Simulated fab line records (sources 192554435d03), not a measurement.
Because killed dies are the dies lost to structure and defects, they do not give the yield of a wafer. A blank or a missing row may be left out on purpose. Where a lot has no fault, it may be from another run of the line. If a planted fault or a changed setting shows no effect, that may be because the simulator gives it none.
fab line records	flow n5Finfet
record: lots: 7	wafers: 39
route steps=1938 shown FIN_SAQP@102 DUMMY_GATE@228 HKMG_FIN@434
startH: start of the lot's first displayed wafer, in hours after the record's first day	waitH: hours elapsed since this lot's preceding step	" same as the row above	L1.1+2: one row covering several wafers at once	- no value, or no start was given	* or withheld: withheld	< > ~ a bound
route shown NAME@n: a module of which the file shows steps, and the number in the route of the first	usual: mean/standard deviation of fault-free wafers	same: alike in all rows	chamber/n: place in a boat	sites: per-site readings	_std_site: the standard deviation of these	_edge_site: outer sites' mean less inner sites'	radiusMm: how far each site lies from the wafer's centre	mask NAME#n: copy n	behind: the tool/chamber that last shaped the wafer	hold: why the lot was held/for how many hours/how that ended	device: which transistor (n, p or np) failed to switch	end of line: the route-end tests of the same wafers	where a step has no rows: the recipe by itself	killed: dies lost to structure and defects at the first sort, not the wafer's yield	map: a wafer's dies, marking killed ones x, the rest . and places with no die _
set.NAME: the setting the step ran with; set.NAME@STEP: the setting that earlier step ran with	model.NAME: the simulator's own value behind a step, which no gauge read
one table per step and one row per wafer, for lots whose settings were changed on purpose
== steps ==
step: N5_FIN_SAQP_HM_DEP_72
recipe: material: SiO2	targetThkA: 120	tempC: 400	precursor: SiH4/N2O	pressureTorr: 0.75	rfW: 275	timeS: 7.2
lot.wafer	tool	chamber	startH	waitH	set.timeS	model.SiO2_of_FIN_SAQP_HM_DEP_72.thkNm
L074.1+2+4	pecvd-02	0,1,1	21.94	0.0	7.2	11.86
L074.3	"	0	"	"	7.2	12.24
L074.5	"	0	"	"	7.2	12
L074.6	"	1	"	"	7.2	12.19
L080.1	pecvd-01	2	58.14	0.0	8.253	13.74
L080.2	"	0	"	"	8.253	13.44
L080.3	"	1	"	"	7.2	11.97
L080.4	"	2	"	"	7.2	12.25
L080.5	"	0	"	"	8.253	13.68
L080.6	"	1	"	"	7.2	12.16
L083.1	pecvd-01	0	75.53	0.0	7.2	11.76
L083.2	"	2	"	"	7.2	11.94
L083.3	"	0	"	"	7.2	11.88
L083.4	"	2	"	"	8.099	13.46
L083.5	"	0	"	"	8.099	13.38
L083.6	"	2	"	"	8.099	13.31
L086.1	pecvd-01	0	93.71	0.0	6.304	10.14
L086.2	"	2	"	"	7.2	11.79
L086.3	"	2	"	"	7.2	12.14
L086.4	"	0	"	"	6.304	10.17
L086.5	"	0	"	"	7.2	11.98
L086.6	"	2	"	"	6.304	10.6
L089.1	pecvd-01	1	111.21	0.0	7.2	11.91
L089.5	"	2	"	"	7.2	12.04
L089.6	"	1	"	"	7.2	12.07
L093.1	pecvd-03	1	136.99	0.0	7.2	11.38
L093.2	"	0	"	"	7.2	11.63
L093.3	"	2	"	"	7.2	11.5
L093.4	"	2	"	"	7.2	11.56
L093.5	"	0	"	"	7.2	11.82
L093.6	"	1	"	"	7.2	11.74
L095.1	pecvd-03	0	147.11	0.0	7.2	11.91
L095.2	"	1	"	"	7.2	11.79
L095.3	"	2	"	"	8.309	13.46
L095.4	"	0	"	"	7.2	12.08
L095.5	"	1	"	"	8.309	14.05
L095.6	"	2	"	"	8.309	13.64
step: N5_FIN_SAQP_COAT_49
recipe: resist: SOC	tempC: 250	timeS: 60	spinRpm: 1500	resistThkNm: 100
step: N5_FIN_SAQP_COAT_50
recipe: resist: SiARC	tempC: 220	timeS: 60	spinRpm: 1500	resistThkNm: 35
step: N5_FIN_SAQP_ETCH_52
recipe: chemistry: N2/H2	target: SOC	targetDepthA: 1000	overetchA: 200	maskMaterial: SiARC	tempC: 40	timeS: 150	ionEnergyEv: 200	pressureMtorr: 30	sourceW: 840	biasW: 150	n2FlowSccm: 200	h2FlowSccm: 200	ends: endPoint
step: N5_FIN_SAQP_STRIP_53
recipe: chemistry: N2/H2	tempC: 40	n2FlowSccm: 200	h2FlowSccm: 200	rfFrequencyHz: 6e+07
step: N5_FIN_SAQP_HM_OPEN_73
recipe: chemistry: CHF3/O2	target: SiO2	stopOn: a-Si	targetDepthA: 120	overEtchFrac: 1.8	maskMaterial: SOC	timeS: 16.8	pressureMtorr: 30	sourceW: 650	biasW: 170	Ar_flow_sccm: 200	CHF3_flow_sccm: 50	O2_flow_sccm: 5	ionEnergyEv: 200	ends: endPoint
lot.wafer	tool	chamber	startH	waitH	set.timeS@FIN_SAQP_HM_DEP_72	model.etch.depthNm
L074.1+2+4	rieDiel-05	0,3,2	22.70	0.0	7.2	11.86
L074.3	"	1	"	"	7.2	12.24
L074.5	"	1	"	"	7.2	12
L074.6	"	0	"	"	7.2	12.19
L080.1	rieDiel-02	1	58.76	0.0	8.253	13.74
L080.2	"	0	"	"	8.253	13.44
L080.3	"	2	"	"	7.2	11.97
L080.4	"	3	"	"	7.2	12.25
L080.5	"	0	"	"	8.253	13.68
L080.6	"	1	"	"	7.2	12.16
L083.1	rieDiel-02	3	76.29	0.0	7.2	11.76
L083.2	"	1	"	"	7.2	11.94
L083.3	"	2	"	"	7.2	11.88
L083.4	"	0	"	"	8.099	13.46
L083.5	"	3	"	"	8.099	13.38
L083.6	"	0	"	"	8.099	13.31
L086.1	rieDiel-06	2	94.44	0.0	6.304	10.14
L086.2	"	3	"	"	7.2	11.79
L086.3	"	1	"	"	7.2	12.14
L086.4	"	0	"	"	6.304	10.17
L086.5	"	1	"	"	7.2	11.98
L086.6	"	0	"	"	6.304	10.6
L089.1	rieDiel-06	3	112.04	0.0	7.2	11.91
L089.5	"	2	"	"	7.2	12.04
L089.6	"	3	"	"	7.2	12.07
L093.1	rieDiel-05	2	137.65	0.0	7.2	11.38
L093.2	"	0	"	"	7.2	11.63
L093.3	"	3	"	"	7.2	11.5
L093.4	"	1	"	"	7.2	11.56
L093.5	"	0	"	"	7.2	11.82
L093.6	"	3	"	"	7.2	11.74
L095.1	rieDiel-02	0	148.30	0.0	7.2	11.91
L095.2	"	3	"	"	7.2	11.79
L095.3	"	1	"	"	8.309	13.46
L095.4	"	2	"	"	7.2	12.08
L095.5	"	2	"	"	8.309	14.05
L095.6	"	3	"	"	8.309	13.64
step: N5_DUMMY_GATE_EXPOSE_12
recipe: maskId: GATE	na: 0.33	sourceShape: annular	sigmaInner: 0.2	sigmaOuter: 0.6	polarization: unpolarized	targetCdNm: 25	doseMj: 34
lot.wafer	tool	chamber	startH	waitH	mask	set.doseMj
L074.1+3+5	euvScanner-02	0	45.62	-	GATE#0	34
L074.2+4+6	"	0	"	"	GATE#0	31.91
L080.1+2+3+4+5+6	euvScanner-01	0	82.34	-	GATE#0	34
L083.1+3+5	euvScanner-01	0	100.20	-	GATE#0	34
L083.2+4+6	"	0	"	"	GATE#0	35.57
L086.1+2+4	euvScanner-02	0	120.47	-	GATE#0	34.82
L086.3+5+6	"	0	"	"	GATE#0	34
L089.1+5+6	euvScanner-02	0	135.85	-	GATE#0	34
L093.1+2+6	euvScanner-02	0	163.99	-	GATE#0	35.13
L093.3+4+5	"	0	"	"	GATE#0	34
L095.1+2+5	euvScanner-02	0	171.91	-	GATE#0	36.34
L095.3+4+6	"	0	"	"	GATE#0	34
step: N5_DUMMY_GATE_PEB_13
recipe: pebTempC: 100	pebTimeS: 60	resist: CAR-EUV
step: N5_DUMMY_GATE_DEVELOP_14
recipe: developTimeS: 30	developer: TMAH	resist: CAR-EUV	rinseLiquid: surfactantRinse	dry: airSpin	devTempC: 23
step: N5_DUMMY_GATE_CD_MEAS_15
recipe: targetCdNm: 25.8	landingEnergyEv: 500	detector: seInlens
usual: cdNm: 24.94/0.27
lot.wafer	tool	chamber	startH	waitH	set.doseMj@DUMMY_GATE_EXPOSE_12	cdNm
L074.1	cdSem-03	0	45.74	-	34	25.21
L074.2	"	0	"	"	31.91	26.44
L074.3	"	0	"	"	34	24.51
L074.4	"	0	"	"	31.91	26.11
L074.5	"	0	"	"	34	24.70
L074.6	"	0	"	"	31.91	26.22
L080.1	cdSem-02	0	82.47	-	34	25.15
L080.2	"	0	"	"	34	25.32
L080.3	"	0	"	"	34	24.51
L080.4	"	0	"	"	34	25.13
L080.5	"	0	"	"	34	24.97
L080.6	"	0	"	"	34	25.02
L083.1	cdSem-03	0	100.33	-	34	24.44
L083.2	"	0	"	"	35.57	24.52
L083.3	"	0	"	"	34	25.07
L083.4	"	0	"	"	35.57	23.96
L083.5	"	0	"	"	34	25.07
L083.6	"	0	"	"	35.57	24.33
L086.1	cdSem-03	0	120.59	-	34.82	23.85
L086.2	"	0	"	"	34.82	24.46
L086.3	"	0	"	"	34	24.91
L086.4	"	0	"	"	34.82	24.69
L086.5	"	0	"	"	34	24.79
L086.6	"	0	"	"	34	24.76
L089.1	cdSem-02	0	135.98	-	34	25.10
L089.5	"	0	"	"	34	25.02
L089.6	"	0	"	"	34	25.37
L093.1	cdSem-03	0	164.12	-	35.13	24.31
L093.2	"	0	"	"	35.13	23.95
L093.3	"	0	"	"	34	24.71
L093.4	"	0	"	"	34	24.58
L093.5	"	0	"	"	34	24.93
L093.6	"	0	"	"	35.13	24.12
L095.1	cdSem-02	0	172.04	-	36.34	23.86
L095.2	"	0	"	"	36.34	23.95
L095.3	"	0	"	"	34	24.86
L095.4	"	0	"	"	34	24.68
L095.5	"	0	"	"	36.34	23.20
L095.6	"	0	"	"	34	25.08
step: N5_DUMMY_GATE_STRIP_38
recipe: chemistry: N2/H2	tempC: 40	n2FlowSccm: 200	h2FlowSccm: 200	rfFrequencyHz: 6e+07
step: N5_DUMMY_GATE_STRIP_39
recipe: chemistry: N2/H2	tempC: 40	n2FlowSccm: 200	h2FlowSccm: 200	rfFrequencyHz: 6e+07
step: N5_DUMMY_GATE_TRIM_49
recipe: chemistry: O2	resist: SOC	timeS: 29	targetCdNm: 14	sourcePowerW: 300	biasPowerW: 0	O2_flow_sccm: 100	tempC: 20
lot.wafer	tool	chamber	startH	waitH	set.doseMj@DUMMY_GATE_EXPOSE_12	model.DUMMY_GATE.cdNm
L074.1	rieSi-06	3	46.34	0.0	34	14
L074.2	"	0	"	"	31.91	15.2
L074.3	"	1	"	"	34	14.2
L074.4	"	2	"	"	31.91	14.8
L074.5	"	1	"	"	34	14.6
L074.6	"	0	"	"	31.91	15.4
L080.1	rieSi-03	2	82.85	0.0	34	14.2
L080.2+4+5	"	0,3,2	"	"	34	14
L080.3+6	"	1,3	"	"	34	13.8
L083.1	rieSi-03	3	100.68	0.0	34	14
L083.2+6	"	1,0	"	"	35.57	13.4
L083.3	"	0	"	"	34	14.2
L083.4	"	2	"	"	35.57	13
L083.5	"	1	"	"	34	13.8
L086.1+2+4	rieSi-05	0,1,2	121.84	0.0	34.82	13.4
L086.3+6	"	3,2	"	"	34	14
L086.5	"	3	"	"	34	14.4
L089.1	rieSi-06	3	136.34	0.0	34	14
L089.5+6	"	1,0	"	"	34	14.2
L093.1+2	rieSi-03	3,1	164.47	0.0	35.13	13.2
L093.3+5	"	0,1	"	"	34	13.6
L093.4	"	2	"	"	34	14
L093.6	"	0	"	"	35.13	13
L095.1	rieSi-06	0	172.40	0.0	36.34	13
L095.2	"	3	"	"	36.34	12.8
L095.3	"	1	"	"	34	14
L095.4	"	2	"	"	34	13.6
L095.5	"	3	"	"	36.34	12.6
L095.6	"	2	"	"	34	13.8
step: N5_DUMMY_GATE_ETCH_31
recipe: chemistry: C4F6/O2	target: SiO2	maskMaterial: SOC	targetDepthA: 825	timeS: 27.5	ionEnergyEv: 250	pressureMtorr: 30	sourceW: 345	biasW: 185	Ar_flow_sccm: 300	C4F6_flow_sccm: 10	O2_flow_sccm: 10
lot.wafer	tool	chamber	startH	waitH	set.targetDepthA	model.etch.depthNm	model.SOC_of_DUMMY_GATE_COAT_34.thkNm
L074.1	rieDiel-03	2	46.73	0.1	892.5	87.51	51
L074.2	"	3	"	"	825	83.18	51.6
L074.3	"	0	"	"	825	81.77	51.8
L074.4	"	1	"	"	892.5	88.91	50.6
L074.5	"	0	"	"	892.5	88.54	51
L074.6	"	3	"	"	825	83.88	51.4
L080.1	rieDiel-04	3	83.04	0.0	825	81.59	51.4
L080.2	"	2	"	"	825	81.01	51.6
L080.3	"	0	"	"	825	81.1	51.4
L080.4	"	1	"	"	825	82.51	51.4
L080.5	"	1	"	"	825	82.75	51.6
L080.6	"	0	"	"	825	82.16	51.4
L083.1	rieDiel-03	0	100.88	0.0	825	81.21	52
L083.2	"	1	"	"	865.6	86.07	51.4
L083.3	"	3	"	"	865.6	86.22	51.4
L083.4	"	2	"	"	825	80.81	52.2
L083.5	"	0	"	"	865.6	84.89	51.6
L083.6	"	3	"	"	825	82.45	51.6
L086.1	rieDiel-04	0	122.51	0.2	876	87.66	51
L086.2	"	1	"	"	825	83.51	51.6
L086.3	"	2	"	"	876	86.92	51.2
L086.4	"	3	"	"	825	82.14	51.6
L086.5	"	3	"	"	825	80.69	51.6
L086.6	"	0	"	"	876	87.11	51
L089.1	rieDiel-01	3	136.64	0.0	825	80.74	52
L089.5	"	3	"	"	825	79.66	52
L089.6	"	2	"	"	825	80.71	51.6
L093.1	rieDiel-01	2	164.67	0.0	825	80.44	51.8
L093.2	"	3	"	"	825	78.93	52
L093.3	"	1	"	"	825	82.87	51.6
L093.4	"	0	"	"	741.1	71.36	52.8
L093.5	"	2	"	"	741.1	72.34	52.6
L093.6	"	1	"	"	741.1	74.28	52.6
L095.1	rieDiel-04	3	172.60	0.0	825	82.71	51.8
L095.2	"	2	"	"	825	81.9	51.8
L095.3	"	0	"	"	825	82.58	51.6
L095.4	"	2	"	"	825	81.17	51.6
L095.5	"	0	"	"	825	82.86	51.4
L095.6	"	3	"	"	825	82.52	51.6
step: N5_HKMG_FIN_ETCH_31
recipe: chemistry: CF4	target: SiARC	targetDepthA: 455	maskMaterial: CAR-ArF	timeS: 75.8	ionEnergyEv: 80	pressureMtorr: 40	sourceW: 545	biasW: 36	Ar_flow_sccm: 100	cf4FlowSccm: 100	ends: cleared
usual: rfVppV: 184.6/0.91
lot.wafer	tool	chamber	startH	waitH	set.biasW	rfVppV
L074.1	rieDiel-06	3	74.76	0.0	38.83	192.4
L074.2	"	0	"	"	38.83	193.4
L074.3	"	2	"	"	38.83	193.8
L074.4	"	1	"	"	36	185.0
L074.5	"	1	"	"	36	184.9
L074.6	"	0	"	"	36	184.5
L080.1	rieDiel-05	3	112.03	0.0	36	186.1
L080.2	"	2	"	"	42.68	207.4
L080.3	"	0	"	"	42.68	206.1
L080.4	"	1	"	"	36	184.4
L080.5	"	3	"	"	42.68	207.0
L080.6	"	0	"	"	36	184.3
L083.1	rieDiel-06	2	128.46	0.0	36	183.5
L083.2	"	3	"	"	39.83	196.7
L083.3	"	0	"	"	36	184.4
L083.4	"	1	"	"	36	185.0
L083.5	"	1	"	"	39.83	197.2
L083.6	"	2	"	"	39.83	196.3
L086.1	rieDiel-05	1	151.10	0.0	36	184.8
L086.2	"	3	"	"	32.14	172.7
L086.3	"	0	"	"	32.14	172.0
L086.4	"	2	"	"	36	185.5
L086.5	"	1	"	"	36	185.5
L086.6	"	2	"	"	32.14	172.1
L089.1	rieDiel-06	0	166.03	0.0	36	185.5
L089.5	"	3	"	"	36	186.3
L089.6	"	2	"	"	36	183.5
L093.1	rieDiel-06	2	193.19	0.0	36	185.2
L093.2	"	0	"	"	36	182.9
L093.3	"	1	"	"	40.59	199.8
L093.4	"	3	"	"	40.59	198.7
L093.5	"	3	"	"	36	185.3
L093.6	"	2	"	"	40.59	198.4
L095.1	rieDiel-05	1	201.70	0.0	36	183.9
L095.2	"	2	"	"	36	184.6
L095.3	"	3	"	"	36	185.9
L095.4	"	0	"	"	32.34	173.3
L095.5	"	3	"	"	32.34	172.4
L095.6	"	2	"	"	32.34	171.9
== key ==
split: step: N5_FIN_SAQP_HM_DEP_72	setting: timeS	stated: 7.2	by: wafer
response: step: N5_FIN_SAQP_HM_DEP_72	reading: model.SiO2_of_FIN_SAQP_HM_DEP_72.thkNm	change: +0.117	per: 1%	r: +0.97
response: step: N5_FIN_SAQP_HM_OPEN_73	reading: model.etch.depthNm	change: +0.117	per: 1%	r: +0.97
split: step: N5_DUMMY_GATE_EXPOSE_12	setting: doseMj	stated: 34	by: wafer
response: step: N5_DUMMY_GATE_CD_MEAS_15	reading: cdNm	change: -0.188	per: 1%	r: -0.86
response: step: N5_DUMMY_GATE_TRIM_49	reading: model.DUMMY_GATE.cdNm	change: -0.157	per: 1%	r: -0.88
split: step: N5_DUMMY_GATE_ETCH_31	setting: targetDepthA	stated: 825	by: wafer
response: step: N5_DUMMY_GATE_ETCH_31	reading: model.etch.depthNm	change: +0.768	per: 1%	r: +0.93
response: step: N5_DUMMY_GATE_ETCH_31	reading: model.SOC_of_DUMMY_GATE_COAT_34.thkNm	change: -0.0877	per: 1%	r: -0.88
split: step: N5_HKMG_FIN_ETCH_31	setting: biasW	stated: 36	by: wafer
response: step: N5_HKMG_FIN_ETCH_31	reading: rfVppV	change: +1.17	per: 1%	r: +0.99
